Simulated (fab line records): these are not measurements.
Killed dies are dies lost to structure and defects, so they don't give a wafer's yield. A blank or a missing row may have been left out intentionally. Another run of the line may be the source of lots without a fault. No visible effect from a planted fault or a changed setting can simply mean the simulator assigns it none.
fab line records + flow n5Finfet
record
- lots=7
- wafers=39
route steps=1938 shown ZERO_LAYER@11 PMOS_HMC_CHANNEL_EPI@73 SD_EPI_P@321 HKMG_FIN@386 MOL_CONTACT_COAG@537 BEOL_M0@734 BEOL_M2@920 BEOL_M3@980 BEOL_M5@1160 BEOL_M7@1308 BEOL_M9@1404 BEOL_M13@1659 BEOL_M14@1744 BEOL_M15@1830
startH: start of the lot's first displayed wafer, in hours after the record's first day + waitH: hours elapsed since this lot's preceding step + " as in the row above + L1.1+2: a single row standing in for several wafers + - no value, or no start given + * or withheld: withheld + < > ~ a bound
route shown NAME@n: NAME is a module with steps in the file, n the number in the route of the first one + usual: average and standard deviation across the fault-free wafers + same: alike in all rows + chamber/n: place in a boat + sites: the reading at each site + _std_site: standard deviation of those values + _edge_site: the outer-site mean with the inner-site mean subtracted + radiusMm: for every site, how far away it sits from the centre of the wafer + mask NAME#n: copy n + behind: tool/chamber where the wafer was last shaped + hold: what put the lot on hold/how long, in hours/how the hold closed + device: which transistor (n, p or np) failed to switch + end of line: tests of these same wafers at the route's end + a step with no rows: only its recipe + killed: count of dies lost to structure and defects at first sort (not the wafer's yield) + map: a wafer's dies, x killed, . not, _ none there
set.NAME: the setting that was run; set.NAME@STEP: the one run at that earlier step + model.NAME: the simulator's own value behind a step, which no gauge read
lots run with intentionally changed settings; tables by step, rows by wafer
## steps
# step N5_ZERO_LAYER_DEVELOP_10
# recipe
- developTimeS=60
- rinseLiquid=diw
- dry=airSpin
- devTempC=21
# step N5_PMOS_HMC_CHANNEL_EPI_ETCH_38
# recipe
- chemistry=CF4
- target=SiO2
- targetDepthA=15
- ionEnergyEv=350
- pressureMtorr=10
- icpW=800
- biasW=400
- cf4FlowSccm=80
# step N5_SD_EPI_P_EPI_21
# recipe
- material=SiGe:B
- dopant=B
- tempC=550
- pressureTorr=20
- ambient=H2
- timeS=355
# step N5_HKMG_FIN_HK_ALD_01
# recipe
- material=HfO2
- targetThkA=16
- tempC=withheld
- aldPrecursorFamily=HfCl4
- aldCoReactant=H2O
- pulseTimeS=3
- purgeTimeS=3
- coReactantPurgeTimeS=2.5
- coReactantPulseTimeS=0.3
- aldCycles=30
# step N5_MOL_CONTACT_COAG_ETCH_15
# recipe
- chemistry=CH3F/O2
- target=SiNx
- targetDepthA=70
- maskMaterial=SOC
- stopOn=Si:P
- overEtchFrac=0.75
- ionEnergyEv=120
- pressureMtorr=30
- sourceW=395
- biasW=73
- Ar_flow_sccm=150
- CH3F_flow_sccm=30
- O2_flow_sccm=20
# step N5_BEOL_M0_SPUTTER_116
# recipe
- material=Cu
- targetThkA=40
- tempC=-20
- chamberPressurePa=0.07
- powerW=withheld
- timeS=7.37
# step N5_BEOL_M2_SPUTTER_96
# recipe
- material=Cu
- targetThkA=45
- tempC=-20
- chamberPressurePa=0.07
- powerW=withheld
- timeS=8.29
# step N5_BEOL_M3_TRENCH_ETCH_37
# recipe
- chemistry=C4F6/O2
- targetDepthA=555.55
- target=SiOC
- timeS=29.2
- ionEnergyEv=250
- pressureMtorr=30
- sourceW=355
- biasW=185
- Ar_flow_sccm=300
- C4F6_flow_sccm=10
- O2_flow_sccm=10
# step N5_BEOL_M5_TRENCH_ETCH_37
# recipe
- chemistry=C4F6/O2
- targetDepthA=716.52
- target=SiCOH_lowk
- timeS=24.7
- ionEnergyEv=250
- pressureMtorr=30
- sourceW=345
- biasW=185
- Ar_flow_sccm=300
- C4F6_flow_sccm=10
- O2_flow_sccm=10
# step N5_BEOL_M7_TRENCH_ETCH_37
# recipe
- chemistry=C4F6/O2
- targetDepthA=934.78
- target=SiCOH_lowk
- timeS=31.2
- ionEnergyEv=250
- pressureMtorr=30
- sourceW=345
- biasW=185
- Ar_flow_sccm=300
- C4F6_flow_sccm=10
- O2_flow_sccm=10
# step N5_BEOL_M9_PECVD_70
# recipe
- material=SiO2
- targetThkA=200
- tempC=400
- precursor=TEOS/O2
- pressureTorr=5.5
- rfW=450
- teosFlowSccm=53.8
- gas=O2
- flowSccm=3000
- timeS=22.7
# step N5_BEOL_M13_ILD_DEP_00
# recipe
- material=SiOC
- targetThkA=8379.2
- tempC=350
- precursor=DEMS/O2
- pressureTorr=5
- rfW=500
- timeS=166.4
# step N5_BEOL_M14_DEVELOP_27
# recipe
- developTimeS=45
- rinseLiquid=diw
- dry=airSpin
- devTempC=21
# step N5_BEOL_M15_RC_MEAS_101
# usual
- SERP_M5=39.8/2.2
- SERP_M7=13.8/0.67
| lot.wafer | tool      | chamber | startH | waitH | set.developTimeS@ZERO_LAYER_DEVELOP_10 | set.targetDepthA@PMOS_HMC_CHANNEL_EPI_ETCH_38 | set.timeS@SD_EPI_P_EPI_21 | set.aldCycles@HKMG_FIN_HK_ALD_01 | set.targetDepthA@MOL_CONTACT_COAG_ETCH_15 | set.targetThkA@BEOL_M0_SPUTTER_116 | set.targetThkA@BEOL_M2_SPUTTER_96 | set.timeS@BEOL_M3_TRENCH_ETCH_37 | set.targetDepthA@BEOL_M5_TRENCH_ETCH_37 | set.targetDepthA@BEOL_M7_TRENCH_ETCH_37 | set.timeS@BEOL_M9_PECVD_70 | set.targetThkA@BEOL_M13_ILD_DEP_00 | set.developTimeS@BEOL_M14_DEVELOP_27 | SERP_M5[ohm/um] | SERP_M7[ohm/um] |
|-----------|-----------|---------|--------|-------|----------------------------------------|-----------------------------------------------|---------------------------|----------------------------------|-------------------------------------------|------------------------------------|-----------------------------------|----------------------------------|-----------------------------------------|-----------------------------------------|----------------------------|------------------------------------|--------------------------------------|-----------------|-----------------|
| L078.1    | prober-01 | 0       | 318.94 | 0.1   | 60                                     | 15                                            | 355                       | 30                               | 70                                        | 40                                 | 45                                | 29.2                             | 716.52                                  | 934.78                                  | 22.7                       | 8379.2                             | 45                                   | 41.8            | 13.7            |
| L078.2    | "         | 0       | "      | "     | 60                                     | 15                                            | 355                       | 30                               | 70                                        | 40                                 | 45                                | 29.2                             | 716.52                                  | 934.78                                  | 22.7                       | 8379.2                             | 45                                   | 39.4            | 13.1            |
| L078.3    | "         | 0       | "      | "     | 60                                     | 15                                            | 355                       | 30                               | 70                                        | 40                                 | 45                                | 29.2                             | 716.52                                  | 934.78                                  | 22.7                       | 8379.2                             | 45                                   | 40.9            | 13.1            |
| L083.1    | prober-01 | 0       | 330.98 | 0.0   | 27.69                                  | 15                                            | 461.3                     | 41                               | 70                                        | 25.17                              | 58.47                             | 29.2                             | 716.52                                  | 934.78                                  | 34.03                      | 8379.2                             | 45                                   | 44.0            | 13.7            |
| L083.2    | "         | 0       | "      | "     | 27.69                                  | 15                                            | 461.3                     | 30                               | 70                                        | 40                                 | 58.47                             | 29.2                             | 933.6                                   | 934.78                                  | 22.7                       | 8379.2                             | 61.77                                | 28.2            | 14.2            |
| L083.3    | "         | 0       | "      | "     | 27.69                                  | 15                                            | 355                       | 41                               | 70                                        | 40                                 | 45                                | 29.2                             | 933.6                                   | 934.78                                  | 34.03                      | 8379.2                             | 45                                   | 26.0            | 14.0            |
| L083.4    | "         | 0       | "      | "     | 60                                     | 15                                            | 355                       | 30                               | 70                                        | 25.17                              | 58.47                             | 22.71                            | 933.6                                   | 934.78                                  | 22.7                       | 8379.2                             | 45                                   | 28.8            | 14.6            |
| L083.5    | "         | 0       | "      | "     | 60                                     | 15                                            | 461.3                     | 41                               | 70                                        | 25.17                              | 45                                | 22.71                            | 716.52                                  | 934.78                                  | 22.7                       | 8379.2                             | 61.77                                | 41.8            | 14.9            |
| L083.6    | "         | 0       | "      | "     | 60                                     | 15                                            | 355                       | 30                               | 70                                        | 40                                 | 45                                | 22.71                            | 716.52                                  | 934.78                                  | 34.03                      | 8379.2                             | 61.77                                | 36.2            | 15.1            |
| L082.1    | prober-02 | 0       | 355.64 | 0.0   | 60                                     | 12.68                                         | 355                       | 30                               | 70                                        | 27.03                              | 45                                | 29.2                             | 716.52                                  | 1372                                    | 22.7                       | 8379.2                             | 37.58                                | 37.5            | 8.0             |
| L082.2    | "         | 0       | "      | "     | 60                                     | 15                                            | 355                       | 19                               | 89.93                                     | 27.03                              | 45                                | 29.2                             | 716.52                                  | 934.78                                  | 22.7                       | 8379.2                             | 45                                   | 40.8            | 13.6            |
| L082.3    | "         | 0       | "      | "     | 60                                     | 15                                            | 440.7                     | 30                               | 70                                        | 40                                 | 45                                | 29.2                             | 716.52                                  | 1372                                    | 29.83                      | 8379.2                             | 45                                   | 41.9            | 8.4             |
| L082.4    | "         | 0       | "      | "     | 60                                     | 15                                            | 440.7                     | 19                               | 89.93                                     | 40                                 | 45                                | 29.2                             | 716.52                                  | 1372                                    | 22.7                       | 8379.2                             | 37.58                                | 44.5            | 8.3             |
| L082.5    | "         | 0       | "      | "     | 60                                     | 12.68                                         | 440.7                     | 19                               | 70                                        | 27.03                              | 45                                | 29.2                             | 716.52                                  | 934.78                                  | 29.83                      | 8379.2                             | 37.58                                | 39.9            | 13.3            |
| L082.6    | "         | 0       | "      | "     | 60                                     | 12.68                                         | 355                       | 30                               | 89.93                                     | 40                                 | 45                                | 29.2                             | 716.52                                  | 934.78                                  | 29.83                      | 8379.2                             | 45                                   | 41.2            | 12.9            |
| L085.1    | prober-02 | 0       | 371.36 | 0.0   | 60                                     | 23.44                                         | 355                       | 30                               | 88.57                                     | 61.37                              | 45                                | 36.79                            | 716.52                                  | 934.78                                  | 22.7                       | 6915                               | 45                                   | 36.9            | 13.7            |
| L085.2    | "         | 0       | "      | "     | 60                                     | 15                                            | 355                       | 30                               | 88.57                                     | 61.37                              | 45                                | 29.2                             | 716.52                                  | 934.78                                  | 22.7                       | 8379.2                             | 45                                   | 37.3            | 14.2            |
| L085.3    | "         | 0       | "      | "     | 60                                     | 15                                            | 507.2                     | 30                               | 70                                        | 40                                 | 45                                | 36.79                            | 716.52                                  | 934.78                                  | 22.7                       | 8379.2                             | 19.27                                | 40.9            | 13.3            |
| L085.4    | "         | 0       | "      | "     | 60                                     | 23.44                                         | 507.2                     | 30                               | 70                                        | 61.37                              | 55.76                             | 29.2                             | 716.52                                  | 934.78                                  | 22.7                       | 8379.2                             | 19.27                                | 34.4            | 14.5            |
| L085.5    | "         | 0       | "      | "     | 60                                     | 23.44                                         | 507.2                     | 30                               | 88.57                                     | 40                                 | 55.76                             | 29.2                             | 716.52                                  | 934.78                                  | 22.7                       | 6915                               | 45                                   | 36.9            | 12.6            |
| L085.6    | "         | 0       | "      | "     | 60                                     | 15                                            | 355                       | 30                               | 70                                        | 40                                 | 55.76                             | 36.79                            | 716.52                                  | 934.78                                  | 22.7                       | 6915                               | 19.27                                | 36.6            | 13.9            |
| L091.1    | prober-02 | 0       | 391.17 | 0.0   | 69.34                                  | 12.68                                         | 355                       | 30                               | 70                                        | 40                                 | 45                                | 29.2                             | 716.52                                  | 934.78                                  | 17.33                      | 8379.2                             | 45                                   | 37.0            | 14.0            |
| L091.2    | "         | 0       | "      | "     | 69.34                                  | 15                                            | 355                       | 17                               | 70                                        | 40                                 | 45                                | 20.94                            | 716.52                                  | 655.3                                   | 22.7                       | 8379.2                             | 45                                   | 41.8            | 21.3            |
| L091.3    | "         | 0       | "      | "     | 60                                     | 15                                            | 279.5                     | 17                               | 47.38                                     | 30.35                              | 45                                | 29.2                             | 716.52                                  | 934.78                                  | 17.33                      | 8379.2                             | 45                                   | 38.4            | 14.3            |
| L091.4    | "         | 0       | "      | "     | 60                                     | 12.68                                         | 279.5                     | 30                               | 70                                        | 30.35                              | 45                                | 20.94                            | 716.52                                  | 655.3                                   | 17.33                      | 8379.2                             | 45                                   | 40.2            | 23.4            |
| L091.5    | "         | 0       | "      | "     | 69.34                                  | 15                                            | 279.5                     | 30                               | 47.38                                     | 40                                 | 45                                | 29.2                             | 716.52                                  | 655.3                                   | 22.7                       | 8379.2                             | 45                                   | 39.3            | 23.0            |
| L091.6    | "         | 0       | "      | "     | 60                                     | 12.68                                         | 355                       | 17                               | 47.38                                     | 30.35                              | 45                                | 20.94                            | 716.52                                  | 934.78                                  | 22.7                       | 8379.2                             | 45                                   | 35.9            | 14.2            |
| L093.1    | prober-01 | 0       | 403.67 | 0.0   | 60                                     | 15                                            | 355                       | 22                               | 70                                        | 40                                 | 45                                | 29.2                             | 716.52                                  | 934.78                                  | 27.78                      | 11650                              | 61.94                                | 41.2            | 13.7            |
| L093.2    | "         | 0       | "      | "     | 60                                     | 6.788                                         | 355                       | 30                               | 70                                        | 40                                 | 45                                | 29.2                             | 716.52                                  | 934.78                                  | 22.7                       | 8379.2                             | 61.94                                | 38.3            | 14.1            |
| L093.3    | "         | 0       | "      | "     | 60                                     | 15                                            | 155.5                     | 22                               | 70                                        | 24.47                              | 70.9                              | 29.2                             | 716.52                                  | 934.78                                  | 27.78                      | 11650                              | 45                                   | 38.8            | 14.5            |
| L093.4    | "         | 0       | "      | "     | 34.04                                  | 15                                            | 155.5                     | 30                               | 70                                        | 24.47                              | 45                                | 29.2                             | 988.8                                   | 934.78                                  | 27.78                      | 8379.2                             | 45                                   | 26.2            | 13.8            |
| L093.5    | "         | 0       | "      | "     | 34.04                                  | 6.788                                         | 155.5                     | 22                               | 70                                        | 40                                 | 70.9                              | 29.2                             | 988.8                                   | 934.78                                  | 22.7                       | 11650                              | 61.94                                | 25.0            | 13.9            |
| L093.6    | "         | 0       | "      | "     | 34.04                                  | 6.788                                         | 355                       | 30                               | 70                                        | 24.47                              | 70.9                              | 29.2                             | 988.8                                   | 934.78                                  | 22.7                       | 8379.2                             | 45                                   | 26.5            | 13.5            |
| L090.1    | prober-02 | 0       | 412.34 | 0.0   | 36.44                                  | 15                                            | 355                       | 36                               | 86.32                                     | 40                                 | 45                                | 29.2                             | 716.52                                  | 934.78                                  | 22.7                       | 10170                              | 45                                   | 42.3            | 15.3            |
| L090.2    | "         | 0       | "      | "     | 60                                     | 19.47                                         | 355                       | 36                               | 86.32                                     | 40                                 | 45                                | 36.22                            | 716.52                                  | 934.78                                  | 31.47                      | 10170                              | 45                                   | 43.4            | 13.7            |
| L090.3    | "         | 0       | "      | "     | 36.44                                  | 15                                            | 355                       | 36                               | 70                                        | 40                                 | 45                                | 29.2                             | 716.52                                  | 934.78                                  | 31.47                      | 8379.2                             | 31.47                                | 46.8            | 14.9            |
| L090.4    | "         | 0       | "      | "     | 60                                     | 15                                            | 355                       | 30                               | 70                                        | 40                                 | 45                                | 36.22                            | 716.52                                  | 934.78                                  | 22.7                       | 8379.2                             | 45                                   | 41.2            | 13.7            |
| L090.5    | "         | 0       | "      | "     | 36.44                                  | 19.47                                         | 355                       | 30                               | 86.32                                     | 40                                 | 45                                | 36.22                            | 716.52                                  | 934.78                                  | 31.47                      | 8379.2                             | 31.47                                | 41.1            | 14.8            |
| L090.6    | "         | 0       | "      | "     | 60                                     | 19.47                                         | 355                       | 30                               | 70                                        | 40                                 | 45                                | 29.2                             | 716.52                                  | 934.78                                  | 22.7                       | 10170                              | 31.47                                | 43.3            | 13.6            |
## key
split
- step=N5_ZERO_LAYER_DEVELOP_10
- setting=developTimeS
- statedAs=60
response none clear
split
- step=N5_PMOS_HMC_CHANNEL_EPI_ETCH_38
- setting=targetDepthA
- statedAs=15
response none clear
split
- step=N5_SD_EPI_P_EPI_21
- setting=timeS
- statedAs=355
response none clear
split
- step=N5_HKMG_FIN_HK_ALD_01
- setting=aldCycles
- statedAs=30
response none clear
split
- step=N5_MOL_CONTACT_COAG_ETCH_15
- setting=targetDepthA
- statedAs=70
response none clear
split
- step=N5_BEOL_M0_SPUTTER_116
- setting=targetThkA
- statedAs=40
response none clear
split
- step=N5_BEOL_M2_SPUTTER_96
- setting=targetThkA
- statedAs=45
response none clear
split
- step=N5_BEOL_M3_TRENCH_ETCH_37
- setting=timeS
- statedAs=29.2
response none clear
split
- step=N5_BEOL_M5_TRENCH_ETCH_37
- setting=targetDepthA
- statedAs=716.52
response
- step=N5_BEOL_M15_RC_MEAS_101
- reading=SERP_M5
- slope=-0.381
- per=1%
- togetherWith=all
- explained=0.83
split
- step=N5_BEOL_M7_TRENCH_ETCH_37
- setting=targetDepthA
- statedAs=934.78
response
- step=N5_BEOL_M15_RC_MEAS_101
- reading=SERP_M7
- slope=-0.161
- per=1%
- togetherWith=all
- explained=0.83
split
- step=N5_BEOL_M9_PECVD_70
- setting=timeS
- statedAs=22.7
response none clear
split
- step=N5_BEOL_M13_ILD_DEP_00
- setting=targetThkA
- statedAs=8379.2
response none clear
split
- step=N5_BEOL_M14_DEVELOP_27
- setting=developTimeS
- statedAs=45
response none clear
